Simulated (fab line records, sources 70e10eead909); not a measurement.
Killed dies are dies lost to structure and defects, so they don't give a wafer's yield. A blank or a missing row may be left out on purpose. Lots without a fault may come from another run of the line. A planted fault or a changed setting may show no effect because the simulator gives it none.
fab line records | flow nand_harc
record lots=6 wafers=18 last_day=32
route steps=1302 shown A_ONON_D2@552 END@1302
lots that met no fault: from a run of the same line without faults
start_h: hours from the record's first day to the start of the lot's first wafer shown | wait_h: hours since the lot's step before | " the same as in the row above | L1.1+2: a row that stands for several wafers | - no value, or no start given | * or withheld: withheld | < > ~ a bound
route shown NAME@n: a module of which the file shows steps, and the number in the route of the first | usual: mean/standard deviation of fault-free wafers | same: alike in all rows | chamber/n: place in a boat | sites: the reading at each site | _std_site: their standard deviation | _edge_site: outer sites' mean less inner sites' | radius_mm: how far each site lies from the wafer's centre | mask NAME#n: copy n | behind: the tool/chamber that last shaped the wafer | hold: why the lot was held/for how many hours/how that ended | device: the transistor (n, p or np) that didn't switch | end of line: the same wafers' tests at the end of the route | a step without rows: its recipe alone | killed: dies lost to structure and defects at the first sort, not the wafer's yield | map: a wafer's dies, x killed, . not, _ none there
set.NAME: the setting as run; set.NAME@STEP: as run at that earlier step | model.NAME: the simulator's own value behind a step, which no gauge read
lots at some steps of the route; a table a step, a row a wafer
services: from which hour (start_h, from the record's first day; less than 0 if before it) a tool's chamber was out of use, for how many hours, and why
## steps
# step NHARC_A_ONON_D2_THK_MEAS_11
# recipe thk_meas_gauge=ellipsometry
# usual thk_nm=1002/11
# columns lot.wafer tool chamber start_h wait_h thk_nm
L974.3 film_metro-01 - 301.99 - 1008
L974.4 " - " " 1009
L974.6 " - " " 1008
L977.2 film_metro-01 - 333.64 - 1006
L977.5 " - " " 1007
L977.6 " - " " 1007
L979.1 film_metro-01 - 346.13 - 1005
L979.4 " - " " 1004
L979.5 " - " " 1004
L987.1 film_metro-02 - 420.72 - 1013
L987.2 " - " " 1016
L987.3 " - " " 1014
L993.3 film_metro-02 - 486.63 - 1011
L993.5 " - " " 1011
L993.6 " - " " 1011
L992.1 film_metro-01 - 493.42 - 1016
L992.3 " - " " 1015
L992.4 " - " " 1016
# step NHARC_A_ONON_D2_DEP_12
# recipe target_thk_a=10000 n2_flow_sccm=2750 n2o_flow_sccm=2000 nh3_flow_sccm=500 sih4_flow_sccm=210 temp_c=400
# step NHARC_A_ONON_D2_THK_MEAS_14
# recipe thk_meas_gauge=ellipsometry
# usual thk_nm=1001/10
# columns lot.wafer tool chamber start_h wait_h thk_nm
L974.3 film_metro-02 - 302.55 - 983
L974.4 " - " " 985
L974.6 " - " " 983
L977.2 film_metro-02 - 334.21 - 1007
L977.5 " - " " 1006
L977.6 " - " " 1007
L979.1 film_metro-02 - 346.70 - 995
L979.4 " - " " 995
L979.5 " - " " 994
L987.1 film_metro-01 - 421.29 - 1014
L987.2 " - " " 1014
L987.3 " - " " 1014
L993.3 film_metro-02 - 487.20 - 999
L993.5 " - " " 1001
L993.6 " - " " 998
L992.1 film_metro-02 - 493.99 - 1012
L992.3 " - " " 1011
L992.4 " - " " 1011
# step NHARC_A_ONON_D2_ANNEAL_15
# recipe temp_c=750 time_s=3600
# step NHARC_A_ONON_D2_DEP_16
# recipe target_thk_a=10000 n2_flow_sccm=2750 n2o_flow_sccm=2000 nh3_flow_sccm=500 sih4_flow_sccm=210 temp_c=400
# step NHARC_A_ONON_D2_THK_MEAS_18
# recipe thk_meas_gauge=ellipsometry
# usual thk_nm=1000/12
# columns lot.wafer tool chamber start_h wait_h thk_nm
L974.3 film_metro-01 - 311.71 - 1003
L974.4 " - " " 1002
L974.6 " - " " 1003
L977.2 film_metro-01 - 344.24 - 1007
L977.5 " - " " 1006
L977.6 " - " " 1005
L979.1 film_metro-01 - 354.41 - 1005
L979.4 " - " " 1007
L979.5 " - " " 1005
L987.1 film_metro-01 - 429.33 - 995
L987.2 " - " " 998
L987.3 " - " " 997
L993.3 film_metro-02 - 497.99 - 976
L993.5 " - " " 974
L993.6 " - " " 974
L992.1 film_metro-01 - 502.44 - 974
L992.3 " - " " 973
L992.4 " - " " 972
# step NHARC_A_ONON_D2_DEP_19
# recipe target_thk_a=10000 n2_flow_sccm=2750 n2o_flow_sccm=2000 nh3_flow_sccm=500 sih4_flow_sccm=210 temp_c=400
# step NHARC_A_ONON_D2_THK_MEAS_21
# recipe thk_meas_gauge=ellipsometry
# usual thk_nm=1001/11
# columns lot.wafer tool chamber start_h wait_h thk_nm
L974.3 film_metro-01 - 312.28 - 1005
L974.4 " - " " 1006
L974.6 " - " " 1005
L977.2 film_metro-02 - 344.80 - 997
L977.5 " - " " 993
L977.6 " - " " 995
L979.1 film_metro-02 - 354.97 - 1029
L979.4 " - " " 1029
L979.5 " - " " 1028
L987.1 film_metro-01 - 429.89 - 1021
L987.2 " - " " 1019
L987.3 " - " " 1019
L993.3 film_metro-02 - 498.56 - 1009
L993.5 " - " " 1009
L993.6 " - " " 1009
L992.1 film_metro-02 - 503.00 - 1005
L992.3 " - " " 1006
L992.4 " - " " 1004
# step NHARC_A_ONON_D2_DEP_22
# recipe target_thk_a=10000 n2_flow_sccm=2750 n2o_flow_sccm=2000 nh3_flow_sccm=500 sih4_flow_sccm=210 temp_c=400
# step NHARC_A_ONON_D2_THK_MEAS_24
# recipe thk_meas_gauge=ellipsometry
# usual thk_nm=1001/8
# columns lot.wafer tool chamber start_h wait_h thk_nm
L974.3 film_metro-02 - 312.85 - 994
L974.4 " - " " 995
L974.6 " - " " 994
L977.2 film_metro-02 - 345.37 - 1003
L977.5 " - " " 1003
L977.6 " - " " 1006
L979.1 film_metro-01 - 355.54 - 992
L979.4 " - " " 995
L979.5 " - " " 992
L987.1 film_metro-02 - 430.46 - 997
L987.2 " - " " 996
L987.3 " - " " 996
L993.3 film_metro-02 - 499.12 - 1012
L993.5 " - " " 1012
L993.6 " - " " 1011
L992.1 film_metro-02 - 503.57 - 1003
L992.3 " - " " 1003
L992.4 " - " " 1001
# step NHARC_A_ONON_D2_DEP_25
# recipe target_thk_a=10000 n2_flow_sccm=2750 n2o_flow_sccm=2000 nh3_flow_sccm=500 sih4_flow_sccm=210 temp_c=400
# step NHARC_A_ONON_D2_THK_MEAS_27
# recipe thk_meas_gauge=ellipsometry
# usual thk_nm=999/7.1
# columns lot.wafer tool chamber start_h wait_h thk_nm
L974.3 film_metro-02 - 313.41 - 1001
L974.4 " - " " 1001
L974.6 " - " " 1001
L977.2 film_metro-01 - 345.94 - 989
L977.5 " - " " 990
L977.6 " - " " 990
L979.1 film_metro-01 - 356.10 - 1010
L979.4 " - " " 1007
L979.5 " - " " 1010
L987.1 film_metro-02 - 431.03 - 992
L987.2 " - " " 994
L987.3 " - " " 994
L993.3 film_metro-02 - 499.69 - 1004
L993.5 " - " " 1004
L993.6 " - " " 1003
L992.1 film_metro-02 - 504.13 - 993
L992.3 " - " " 994
L992.4 " - " " 993
# step NHARC_A_ONON_D2_DEP_28
# recipe target_thk_a=10000 n2_flow_sccm=2750 n2o_flow_sccm=2000 nh3_flow_sccm=500 sih4_flow_sccm=210 temp_c=400
# usual sih4_flow_sccm=210.1/0.57
# columns lot.wafer tool chamber start_h wait_h sih4_flow_sccm
L974.3 pecvd_onon-03 0 313.58 0.2 209.2
L974.4 " 0 " " 210.6
L974.6 " 0 " " 209.6
L977.2 pecvd_onon-03 0 346.05 0.1 209.8
L977.5 " 0 " " 210.4
L977.6 " 0 " " 209.6
L979.1 pecvd_onon-03 0 356.16 0.1 210.8
L979.4 " 0 " " 210.0
L979.5 " 0 " " 210.7
L987.1 pecvd_onon-03 0 431.08 0.1 210.2
L987.2 " 0 " " 209.1
L987.3 " 0 " " 210.9
L993.3 pecvd_onon-02 0 499.86 0.2 210.0
L993.5 " 0 " " 209.8
L993.6 " 0 " " 210.9
L992.1 pecvd_onon-02 0 504.19 0.1 210.5
L992.3 " 0 " " 209.3
L992.4 " 0 " " 209.7
# step NHARC_A_ONON_D2_THK_MEAS_30
# recipe thk_meas_gauge=ellipsometry
# usual thk_nm=1001/13
# columns lot.wafer tool chamber start_h wait_h thk_nm
L974.3 film_metro-02 - 313.98 - 1000
L974.4 " - " " 1001
L974.6 " - " " 1002
L977.2 film_metro-02 - 346.51 - 559
L977.5 " - " " 987
L977.6 " - " " 986
L979.1 film_metro-01 - 356.67 - 984
L979.4 " - " " 560
L979.5 " - " " 986
L987.1 film_metro-01 - 431.59 - 994
L987.2 " - " " 994
L987.3 " - " " 994
L993.3 film_metro-02 - 500.27 - 1018
L993.5 " - " " 1016
L993.6 " - " " 1016
L992.1 film_metro-02 - 504.69 - 1006
L992.3 " - " " 1007
L992.4 " - " " 1006
# step NHARC_A_ONON_D2_DEP_33
# recipe target_thk_a=2000 temp_c=400 pressure_torr=6.5 rf_w=900 teos_flow_sccm=161.4 flow_sccm=2650 target_thk_nm=200 gas=O2 material=SiO2
# usual heater_power_w=563/100 mfc_precursor_sccm=161.5/0.54 rf_fwd_power_W=898/3 throttle_valve_pct=15.9/0.54
# columns lot.wafer tool chamber start_h wait_h heater_power_w mfc_precursor_sccm rf_fwd_power_W throttle_valve_pct
L974.3 pecvd-04 0 314.03 0.1 451 161.2 896 15.9
L974.4 " 0 " " 472 160.8 900 16.0
L974.6 " 2 " " 749 161.1 899 16.7
L977.2 pecvd-04 1 346.66 0.1 391 160.8 900 15.7
L977.6 " 0 " " 452 161.1 899 16.0
L977.5 " 1 " " 397 160.8 898 15.7
L979.1 pecvd-03 1 356.77 0.1 509 161.8 893 16.8
L979.4 " 0 " " 570 161.2 894 16.2
L979.5 " 2 " " 665 162.2 900 15.6
L987.1 pecvd-03 1 431.65 0.1 569 161.0 899 16.3
L987.2 " 0 " " 574 162.2 898 15.5
L987.3 " 0 " " 571 161.6 896 15.8
L993.3 pecvd-04 1 500.37 0.1 411 161.8 899 15.6
L993.5 " 0 " " 409 162.0 903 15.8
L993.6 " 2 " " 700 160.9 896 16.4
L992.1 pecvd-03 1 504.75 0.1 646 161.3 895 16.5
L992.4 " 1 " " 613 162.5 900 16.3
L992.3 " 0 " " 598 161.3 897 16.0
# step NHARC_END_SORT_01
# recipe temp_c=25
# usual killed_at_array=58/22 killed_at_other=1.0/1.3 killed_at_periphery=5/3.4 killed_dies=64/22 killed_open=3.6/1.8 killed_short=2.4/1.7
# same gross_dies=677
# columns lot.wafer tool chamber start_h wait_h killed_at_array killed_at_other killed_at_periphery killed_dies killed_open killed_short
L977.2 prober-01 0 631.67 2.8 673 2 2 677 1 0
L979.4 prober-02 0 637.53 3.4 673 2 2 677 2 3
# killed by level:class
L977.2 A_ONON_D2:area_dep=639 A_CHANNEL_HOLE_D2:chamber_film_flake=12 A_STAIRCASE:chamber_film_flake=9 A_CONTACT:chamber_film_flake=5 A_CHANNEL_HOLE_D1:chamber_film_flake=4 THIN_TSV:chamber_film_flake=2 A_ONON_D1:geometric_particle:open=1 P_ZERO_WELL:chamber_film_flake=1
L979.4 A_ONON_D2:area_dep=592 A_CHANNEL_HOLE_D1:chamber_film_flake=36 A_CHANNEL_HOLE_D2:chamber_film_flake=33 A_CONTACT:chamber_film_flake=3 A_CHANNEL_FILL_D2:geometric_particle:short=2 A_WL_FILL:chamber_film_flake=2 THIN_TSV:chamber_film_flake=2 P_M0:geometric_particle:open=1
# map L977.2 (x killed, . not)
____________x____________
_________xxxxxxx_________
_______xxxxxxxxxxx_______
______xxxxxxxxxxxxx______
_____xxxxxxxxxxxxxxx_____
____xxxxxxxxxxxxxxxxx____
____xxxxxxxxxxxxxxxxx____
___xxxxxxxxxxxxxxxxxxx___
___xxxxxxxxxxxxxxxxxxx___
__xxxxxxxxxxxxxxxxxxxxx__
__xxxxxxxxxxxxxxxxxxxxx__
_xxxxxxxxxxxxxxxxxxxxxxx_
_xxxxxxxxxxxxxxxxxxxxxxx_
_xxxxxxxxxxxxxxxxxxxxxxx_
_xxxxxxxxxxxxxxxxxxxxxxx_
_xxxxxxxxxxxxxxxxxxxxxxx_
xxxxxxxxxxxxxxxxxxxxxxxxx
xxxxxxxxxxxxxxxxxxxxxxxxx
xxxxxxxxxxxxxxxxxxxxxxxxx
xxxxxxxxxxxxxxxxxxxxxxxxx
xxxxxxxxxxxxxxxxxxxxxxxxx
_xxxxxxxxxxxxxxxxxxxxxxx_
_xxxxxxxxxxxxxxxxxxxxxxx_
_xxxxxxxxxxxxxxxxxxxxxxx_
_xxxxxxxxxxxxxxxxxxxxxxx_
_xxxxxxxxxxxxxxxxxxxxxxx_
__xxxxxxxxxxxxxxxxxxxxx__
__xxxxxxxxxxxxxxxxxxxxx__
___xxxxxxxxxxxxxxxxxxx___
___xxxxxxxxxxxxxxxxxxx___
____xxxxxxxxxxxxxxxxx____
____xxxxxxxxxxxxxxxxx____
_____xxxxxxxxxxxxxxx_____
______xxxxxxxxxxxxx______
_______xxxxxxxxxxx_______
_________xxxxxxx_________
____________x____________
# map L979.4 (x killed, . not)
____________x____________
_________xxxxxxx_________
_______xxxxxxxxxxx_______
______xxxxxxxxxxxxx______
_____xxxxxxxxxxxxxxx_____
____xxxxxxxxxxxxxxxxx____
____xxxxxxxxxxxxxxxxx____
___xxxxxxxxxxxxxxxxxxx___
___xxxxxxxxxxxxxxxxxxx___
__xxxxxxxxxxxxxxxxxxxxx__
__xxxxxxxxxxxxxxxxxxxxx__
_xxxxxxxxxxxxxxxxxxxxxxx_
_xxxxxxxxxxxxxxxxxxxxxxx_
_xxxxxxxxxxxxxxxxxxxxxxx_
_xxxxxxxxxxxxxxxxxxxxxxx_
_xxxxxxxxxxxxxxxxxxxxxxx_
xxxxxxxxxxxxxxxxxxxxxxxxx
xxxxxxxxxxxxxxxxxxxxxxxxx
xxxxxxxxxxxxxxxxxxxxxxxxx
xxxxxxxxxxxxxxxxxxxxxxxxx
xxxxxxxxxxxxxxxxxxxxxxxxx
_xxxxxxxxxxxxxxxxxxxxxxx_
_xxxxxxxxxxxxxxxxxxxxxxx_
_xxxxxxxxxxxxxxxxxxxxxxx_
_xxxxxxxxxxxxxxxxxxxxxxx_
_xxxxxxxxxxxxxxxxxxxxxxx_
__xxxxxxxxxxxxxxxxxxxxx__
__xxxxxxxxxxxxxxxxxxxxx__
___xxxxxxxxxxxxxxxxxxx___
___xxxxxxxxxxxxxxxxxxx___
____xxxxxxxxxxxxxxxxx____
____xxxxxxxxxxxxxxxxx____
_____xxxxxxxxxxxxxxx_____
______xxxxxxxxxxxxx______
_______xxxxxxxxxxx_______
_________xxxxxxx_________
____________x____________
## services
# columns tool chamber start_h hours kind
pecvd-03 1 364.90 9.4 repair
pecvd_onon-02 - 366.00 13.0 pm
pecvd-03 - 366.35 13.0 pm
pecvd-03 0 366.35 13.0 vent_cycle
pecvd-03 2 366.35 13.0 vent_cycle
pecvd-04 - 378.19 2.1 repair
pecvd-03 0 379.35 - clean
pecvd-03 1 379.35 - clean
pecvd-03 2 379.35 - clean
pecvd-03 2 394.01 7.8 repair
pecvd-04 1 394.43 8.5 repair
pecvd-04 0 403.85 36.4 repair
pecvd_onon-03 - 408.00 13.0 pm
pecvd-03 2 425.83 13.8 repair
pecvd-04 0 442.72 15.3 repair
pecvd-04 - 450.66 13.0 pm
pecvd-04 1 450.66 13.0 vent_cycle
pecvd-04 2 450.66 13.0 vent_cycle
pecvd-03 2 463.40 7.1 repair
pecvd-04 0 463.66 - clean
pecvd-04 1 463.66 - clean
pecvd-04 2 463.66 - clean
pecvd-03 2 496.17 17.6 repair
## key
first_sign step=NHARC_A_ONON_D2_THK_MEAS_30 reading=thk_nm direction=down sigmas=34 usual=1001 struck=560
effect step=NHARC_END_SORT_01 reading=killed_at_array direction=up sigmas=28 usual=58 struck=673
more_kills_born_at NHARC_A_ONON_D2_DEP_28@pecvd_onon-03=1231
met_at NHARC_A_ONON_D2_DEP_28
struck_wafers L977.2,L979.4
later_rows_left_out L977.2,L979.4
tester_left_out L977,L979
onset_between 313.58 346.05
fault kind=process_parameter_drift tool=pecvd_onon-03 chamber=- onset_h=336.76 steps=NHARC_A_ONON_D2_DEP_28 channel=target_thk_a offset=* shape=step end_h=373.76 scope=struck_wafers_only acts_in=* stated=*
# tester_left_out: of these lots the tester's yield and bins aren't shown, on N5 and GAA mostly nor the transistor test; their killed dies are dies lost to structure and defects alone, not to doping, threshold or leakage, so they don't give the yield
# later_rows_left_out: the simulator's readings of these wafers behind a module that went badly wrong aren't trusted and aren't shown, but for the sort
